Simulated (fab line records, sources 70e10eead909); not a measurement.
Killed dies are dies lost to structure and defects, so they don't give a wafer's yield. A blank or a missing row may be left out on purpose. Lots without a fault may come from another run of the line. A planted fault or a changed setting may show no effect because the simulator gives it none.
fab line records | flow nand_harc
record lots=7 wafers=21 last_day=33
route steps=1302 shown A_CHANNEL_FILL_D1@496
lots that met no fault: from a run of the same line without faults
start_h: hours from the record's first day to the start of the lot's first wafer shown | wait_h: hours since the lot's step before | " the same as in the row above | L1.1+2: a row that stands for several wafers | - no value, or no start given | * or withheld: withheld | < > ~ a bound
route shown NAME@n: a module of which the file shows steps, and the number in the route of the first | usual: mean/standard deviation of fault-free wafers | same: alike in all rows | chamber/n: place in a boat | sites: the reading at each site | _std_site: their standard deviation | _edge_site: outer sites' mean less inner sites' | radius_mm: how far each site lies from the wafer's centre | mask NAME#n: copy n | behind: the tool/chamber that last shaped the wafer | hold: why the lot was held/for how many hours/how that ended | device: the transistor (n, p or np) that didn't switch | end of line: the same wafers' tests at the end of the route | a step without rows: its recipe alone | killed: dies lost to structure and defects at the first sort, not the wafer's yield | map: a wafer's dies, x killed, . not, _ none there
set.NAME: the setting as run; set.NAME@STEP: as run at that earlier step | model.NAME: the simulator's own value behind a step, which no gauge read
lots at some steps of the route; a table a step, a row a wafer
services: from which hour (start_h, from the record's first day; less than 0 if before it) a tool's chamber was out of use, for how many hours, and why
## steps
# step NHARC_A_CHANNEL_FILL_D1_ALD_16
# recipe target_thk_a=15 pulse_time_s=10 ald_cycles=15 temp_c=300 material=SiO2
# usual heater_power_w=452/63 precursor_pulse_height_rel=1.001/0.018
# same pulse_time_s=10
# columns lot.wafer tool chamber start_h wait_h heater_power_w precursor_pulse_height_rel
L202.3 ald_hk-01 3 201.40 0.0 381 1.014
L202.1 " 0 " " 499 1.010
L202.5 " 0 " " 491 0.999
L211.4 ald_hk-02 2 304.06 1.1 408 0.989
L211.3 " 3 " " 475 1.013
L211.5 " 1 " " 460 1.003
L210.4 ald_hk-01 1 308.99 0.0 432 0.998
L210.3 " 2 " " 437 0.981
L210.6 " 2 " " 437 0.982
L212.4 ald_hk-01 3 313.74 0.0 366 1.012
L212.3 " 2 " " 445 0.982
L212.6 " 0 " " 496 1.020
L216.2 ald_hk-01 1 354.34 0.2 442 1.010
L216.4 " 2 " " 429 0.996
L216.5 " 2 " " 434 0.991
L222.4 ald_hk-02 3 421.24 1.4 476 0.998
L222.6 " 1 " " 440 0.986
L222.5 " 2 " " 432 0.999
L223.3 ald_hk-02 2 428.25 0.1 426 0.999
L223.1 " 0 " " 380 1.007
L223.5 " 2 " " 422 0.972
# step NHARC_A_CHANNEL_FILL_D1_ANNEAL_17
# recipe temp_c=850 time_s=1800
# step NHARC_A_CHANNEL_FILL_D1_CVD_18
# recipe target_thk_a=30 temp_c=550 material=poly-Si
# step NHARC_A_CHANNEL_FILL_D1_ETCHBACK_19
# recipe target_depth_a=50 time_s=1.7 hbr_flow_sccm=150 cl2_flow_sccm=50 rf_w=400 icp_w=400 bias_w=100 chemistry=HBr/Cl2
# step NHARC_A_CHANNEL_FILL_D1_ETCHBACK_20
# recipe target_depth_a=270 time_s=13.5 c4f8_flow_sccm=withheld o2_flow_sccm=8 ar_flow_sccm=withheld rf_w=600 bias_w=1500 chemistry=C4F8/O2/Ar
# usual bias_w=1500/4.6 chamber_pressure_mTorr=24.999/0.02 oes_product_au=0.96/0.036 rf_vpp_V=977/5.1
# columns lot.wafer tool chamber start_h wait_h bias_w chamber_pressure_mTorr oes_product_au rf_hours_counter_h rf_vpp_V
L202.1 rie_diel-10 3 213.24 - 1496 25.022 0.91 8.6 975
L202.3 " 1 " " 1499 24.990 0.92 6.8 975
L202.5 " 1 " " 1506 25.027 0.92 - 974
L211.4 rie_diel-10 3 315.93 - 1493 24.952 1.01 3.4 973
L211.3 " 1 " " 1492 24.997 1.00 3.0 973
L211.5 " 3 " " 1488 25.027 1.00 - 973
L210.3 rie_diel-13 3 321.86 - 1500 24.997 0.92 8.9 977
L210.4 " 0 " " 1494 25.013 0.93 9.4 987
L210.6 " 2 " " 1498 25.030 0.93 - 970
L212.4 rie_diel-10 0 326.00 - 1499 24.984 0.92 3.2 977
L212.3 " 1 " " 1500 25.020 0.92 3.4 974
L212.6 " 1 " " 1493 25.016 0.92 - 974
L216.2 rie_diel-11 3 366.46 - 1500 24.978 0.93 5.6 980
L216.4 " 1 " " 1504 25.016 0.93 5.0 973
L216.5 " 3 " " 1503 24.991 0.93 - 981
L222.6 rie_diel-10 2 433.40 - 1504 24.945 1.01 - 977
L222.4 " 0 " " 1499 24.995 1.02 - 976
L222.5 " 1 " " 1498 25.018 1.00 - 972
L223.1 rie_diel-13 3 440.80 - 1508 25.005 1.00 5.4 979
L223.3 " 1 " " 1497 24.999 1.00 4.2 983
L223.5 " 3 " " 1502 24.990 1.01 - 976
# step NHARC_A_CHANNEL_FILL_D1_STRIP_28
# recipe time_s=20 o2_flow_sccm=500 ar_flow_sccm=0 bias_w=0 chemistry=O2
# usual drypump_motor_current_A=5.8/0.41 oes_product_au=1.000/0.0068 rf_vpp_V=57.8/0.91 showerhead_plenum_p_Torr=3.51/0.13 throttle_valve_pct=17.037/0.0086
# columns lot.wafer tool chamber start_h wait_h drypump_motor_current_A oes_product_au rf_hours_counter_h rf_vpp_V showerhead_plenum_p_Torr throttle_valve_pct
L202.1 rie_diel-10 3 213.35 0.1 6.2 0.997 8.6 58.8 3.43 17.029
L202.3 " 2 " " 5.1 1.009 8.1 56.7 3.50 17.040
L202.5 " 2 " " 5.1 1.003 - 57.7 3.50 17.035
L211.4 rie_diel-10 3 316.01 0.1 6.2 0.993 3.4 58.5 3.43 17.034
L211.3 " 0 " " 6.0 1.004 3.0 57.0 3.48 17.031
L211.5 " 3 " " 6.2 0.995 - 58.1 3.43 17.031
L210.3 rie_diel-13 1 321.94 0.1 5.6 1.001 10.2 57.6 3.68 17.036
L210.4 " 0 " " 6.0 0.991 9.4 59.2 3.77 17.027
L210.6 " 2 " " 5.6 0.998 - 56.9 3.31 17.051
L212.4 rie_diel-10 0 326.10 0.1 6.1 1.003 3.2 57.6 3.48 17.019
L212.3 " 2 " " 5.1 1.002 3.8 58.7 3.50 17.049
L212.6 " 0 " " 6.0 1.002 - 58.8 3.48 17.028
L216.4 rie_diel-11 1 366.56 0.1 5.8 0.993 5.0 58.7 3.45 17.031
L216.2 " 2 " " 6.1 0.989 5.2 57.5 3.48 17.030
L216.5 " 1 " " 5.8 0.987 - 55.5 3.45 17.030
L222.5 rie_diel-10 0 433.48 0.0 6.1 1.006 - 56.8 3.47 17.045
L222.4 " 1 " " 5.7 1.005 - 58.9 3.41 17.024
L222.6 " 2 " " 5.1 0.991 - 57.6 3.50 17.034
L223.3 rie_diel-13 1 440.89 0.1 5.6 1.004 4.2 56.5 3.67 17.043
L223.1 " 0 " " 6.0 0.985 5.8 58.6 3.76 17.041
L223.5 " 1 " " 5.6 0.997 - 57.9 3.67 17.026
# step NHARC_A_CHANNEL_FILL_D1_PRECLEAN_21
# recipe time_s=30 chemistry=dHF
# step NHARC_A_CHANNEL_FILL_D1_SRD_23
# step NHARC_A_CHANNEL_FILL_D1_CVD_05
# recipe target_thk_a=50 temp_c=550 material=poly-Si
# step NHARC_A_CHANNEL_FILL_D1_ANNEAL_22
# recipe temp_c=620 time_s=7200
# step NHARC_A_CHANNEL_FILL_D1_ALD_25
# recipe target_thk_a=600 pulse_time_s=10 ald_cycles=600 temp_c=300 material=SiOx
# usual heater_power_w=462/71 precursor_pulse_height_rel=0.999/0.021
# same pulse_time_s=10
# columns lot.wafer tool chamber start_h wait_h heater_power_w precursor_pulse_height_rel
L202.1 ald_hk-04 2 227.99 3.1 415 0.972
L202.3 " 3 229.21 4.3 450 0.989
L202.5 " 0 230.44 5.5 627 0.993
L211.4 ald_hk-02 2 328.32 0.7 415 1.038
L211.3 " 0 329.55 1.9 389 0.970
L211.5 " 1 " " 461 0.979
L210.4 ald_hk-04 3 335.26 0.1 490 1.014
L210.3 " 0 336.52 1.3 642 0.988
L210.6 " 3 340.31 5.1 476 1.001
L212.4 ald_hk-02 1 335.36 0.2 485 0.965
L212.3 " 0 337.23 2.0 403 0.996
L212.6 " 2 338.47 3.3 421 1.007
L216.4 ald_hk-04 0 381.79 0.1 640 0.983
L216.2 " 2 383.03 1.3 400 1.011
L216.5 " 1 384.90 3.2 470 0.979
L222.4 ald_hk-04 3 446.69 1.3 477 0.995
L222.6 " 1 447.94 2.6 452 0.995
L222.5 " 2 " " 416 0.985
L223.1 ald_hk-02 0 453.64 1.1 376 0.966
L223.3 " 2 454.87 2.3 430 1.005
L223.5 " 0 456.10 3.6 378 1.003
# step NHARC_A_CHANNEL_FILL_D1_ETCHBACK_08
# recipe target_depth_a=2200 time_s=110 c4f8_flow_sccm=20 ar_flow_sccm=withheld rf_w=600 bias_w=300 chemistry=C4F8
# usual chamber_pressure_mTorr=25.001/0.023 oes_product_au=0.95/0.035 rf_vpp_V=440.7/2.4
# columns lot.wafer tool chamber start_h wait_h chamber_pressure_mTorr oes_product_au rf_hours_counter_h rf_vpp_V
L202.1 rie_diel-13 2 234.74 - 24.970 1.00 3.7 437.3
L202.3 " 1 " " 25.001 1.01 3.9 445.3
L202.5 " 2 " " 25.016 0.99 - 437.8
L211.4 rie_diel-11 3 333.22 - - - - -
L211.3 " 1 " " - - - -
L211.5 " 3 " " - - - -
L212.4 rie_diel-10 0 340.96 - - - - -
L212.3 " 1 " " - - - -
L212.6 " 3 " " - - - -
L210.4 rie_diel-10 0 344.68 - - - - -
L210.3 " 3 " " - - - -
L210.6 " 0 " " - - - -
L216.4 rie_diel-11 3 387.41 - 25.045 0.93 6.8 440.7
L216.2 " 0 " " 24.977 0.94 4.9 443.5
L216.5 " 1 " " 24.998 0.93 - 439.5
L222.4 rie_diel-13 3 451.08 - 25.001 0.93 6.1 439.2
L222.5 " 1 " " 25.016 0.92 - 442.4
L222.6 " 2 " " 24.983 0.93 - 435.9
L223.3 rie_diel-13 3 458.60 - 24.997 0.92 6.8 439.9
L223.1 " 0 " " 25.041 0.93 7.2 446.7
L223.5 " 1 " " 25.044 0.93 - 443.0
# step NHARC_A_CHANNEL_FILL_D1_STRIP_29
# recipe time_s=20 o2_flow_sccm=500 ar_flow_sccm=0 bias_w=0 chemistry=O2
# usual drypump_motor_current_A=5.8/0.45 oes_product_au=1.002/0.0078 rf_vpp_V=57.7/0.76 showerhead_plenum_p_Torr=3.53/0.13 throttle_valve_pct=17.037/0.0095
# columns lot.wafer tool chamber start_h wait_h drypump_motor_current_A oes_product_au rf_hours_counter_h rf_vpp_V showerhead_plenum_p_Torr throttle_valve_pct
L202.1 rie_diel-13 1 - - 5.6 1.009 3.9 57.2 3.68 17.029
L202.3 " 2 " " 5.6 1.000 3.7 56.7 3.31 17.045
L202.5 " 0 " " 6.0 1.013 - 57.4 3.77 17.028
L211.3 rie_diel-11 2 333.38 0.1 6.1 0.995 3.9 57.8 3.48 17.028
L211.4 " 3 " " 4.7 0.988 3.9 57.3 3.57 17.037
L211.5 " 2 " " 6.1 0.995 - 56.9 3.48 17.045
L212.4 rie_diel-10 1 341.09 0.1 5.7 1.012 4.9 56.9 3.41 17.035
L212.3 " 2 " " 5.1 0.986 4.6 57.9 3.50 17.047
L212.6 " 0 " " 6.0 0.996 - 57.6 3.48 17.030
L210.4 rie_diel-10 0 344.84 0.1 6.0 1.005 4.9 57.1 3.48 17.048
L210.3 " 1 " " 5.6 0.998 5.0 56.2 3.41 17.036
L210.6 " 0 " " 6.1 0.997 - 58.1 3.48 17.052
L216.2 rie_diel-11 3 - - 4.7 1.010 6.9 59.4 3.57 17.034
L216.4 " 1 " " 5.8 1.013 5.8 58.0 3.45 17.023
L216.5 " 3 " " 4.7 1.000 - 57.3 3.57 17.025
L222.4 rie_diel-13 2 - - 5.6 1.002 6.4 56.5 3.31 17.041
L222.5 " 0 " " 6.0 1.005 - 58.2 3.76 17.047
L222.6 " 1 " " 5.6 1.006 - 58.2 3.67 17.038
L223.3 rie_diel-13 0 - - 6.0 1.005 7.2 57.1 3.76 17.026
L223.1 " 1 " " 5.6 1.006 5.5 58.5 3.67 17.036
L223.5 " 3 " " 6.1 1.002 - 57.9 3.51 17.038
## services
# columns tool chamber start_h hours kind
rie_diel-13 2 202.62 4.1 repair
rie_diel-10 0 206.57 8.4 repair
rie_diel-13 3 212.79 2.7 repair
rie_diel-10 - 215.92 0.5 repair
ald_hk-02 - 222.21 10.0 pm
rie_diel-10 - 242.50 9.0 pm
rie_diel-13 2 246.96 23.0 repair
rie_diel-11 - 255.50 9.0 pm
rie_diel-11 2 266.03 1.5 repair
rie_diel-11 0 271.26 15.6 repair
rie_diel-13 0 274.15 5.0 repair
rie_diel-13 1 277.73 9.5 repair
ald_hk-01 - 297.38 10.0 pm
rie_diel-11 2 303.84 4.4 repair
rie_diel-13 - 342.00 9.0 pm
rie_diel-10 - 349.07 0.6 repair
rie_diel-13 1 393.01 13.2 repair
ald_hk-02 - 400.21 10.0 pm
rie_diel-10 - 419.50 9.0 pm
rie_diel-13 1 421.05 5.2 repair
ald_hk-02 - 427.78 0.3 repair
rie_diel-10 3 429.00 14.3 repair
rie_diel-11 - 432.50 9.0 pm
rie_diel-11 3 445.59 1.5 repair
## key
first_sign step=NHARC_A_CHANNEL_FILL_D1_ETCHBACK_08 reading=tool_record direction=missing
effect none on later readings
met_at NHARC_A_CHANNEL_FILL_D1_ETCHBACK_08
struck_wafers L210.3,L210.4,L210.6,L211.3,L211.4,L211.5,L212.3,L212.4,L212.6
later_rows_left_out L210.3,L210.4,L210.6,L211.3,L211.4,L211.5,L212.3,L212.4,L212.6
sort_left_out L210.3,L210.4,L210.6,L211.3,L211.4,L211.5,L212.3,L212.4,L212.6
tester_left_out L210,L211,L212
fault kind=skipped_step_whole tool=rie_diel-10,rie_diel-11 chamber=- onset_h=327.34 steps=NHARC_A_CHANNEL_FILL_D1_ETCHBACK_08 scope=struck_lots_only
# tester_left_out: of these lots the tester's yield and bins aren't shown, on N5 and GAA mostly nor the transistor test; their killed dies are dies lost to structure and defects alone, not to doping, threshold or leakage, so they don't give the yield
# sort_left_out: the simulated sort isn't trusted on such a fault, so these wafers' sort isn't shown, and their yield isn't known
# later_rows_left_out: the simulator's readings of these wafers behind a module that went badly wrong aren't trusted and aren't shown, but for the sort
